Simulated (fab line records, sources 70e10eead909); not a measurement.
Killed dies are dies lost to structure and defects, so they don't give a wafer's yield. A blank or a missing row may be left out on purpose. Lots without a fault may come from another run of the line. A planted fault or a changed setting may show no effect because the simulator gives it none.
Chamber matching | flow nand_harc | NHARC_P_BONDPAD_DESCUM_11 on rie_diel-10: 4 sister chambers
The step chemistry O2, time 3 s. 4 wafers are shown with their chamber, then 7 later ones without.

WAFERS WITH THEIR CHAMBER
wafer  | chamber | drypump_motor_current_A (A)
L083.3 | 2       | 5.4
L083.4 | 3       | 5.7
L086.1 | 0       | 5.4
L086.5 | 1       | 6.0

WAFERS WITHOUT THEIR CHAMBER
wafer  | drypump_motor_current_A (A)
L086.6 | 5.4
L087.1 | 5.5
L087.3 | 5.8
L087.5 | 5.5
L094.1 | 5.4
L094.4 | 5.8
L094.5 | 5.4

WHICH CHAMBER EACH WENT THROUGH
wafer  | from the rows above          | in truth
L086.6 | can't be placed: 0 or 2      | 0
L087.1 | can't be placed: 0 or 2 or 3 | 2
L087.3 | can't be placed: 3 or 1      | 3
L087.5 | can't be placed: 0 or 2 or 3 | 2
L094.1 | can't be placed: 0 or 2      | 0
L094.4 | can't be placed: 3 or 1      | 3
L094.5 | can't be placed: 0 or 2      | 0
Placed correctly: 0 of 7. Can't be placed from these rows: 7 (the true chamber is among the candidates in 7). Placed wrongly: 0.
How it was worked out, from the rows above alone: a wafer's distance from a chamber is the root of the sum, over the readings, of the square of ((its reading less the chamber's mean) divided by the reading's scatter). The wafer belongs to the nearest chamber; if the next one is less than 2 further off, it can't be placed. A chamber's mean is the mean of its shown wafers. The scatter: with one shown wafer a chamber, the root of the mean of the squares of how far each hidden wafer lies from its nearest shown one.
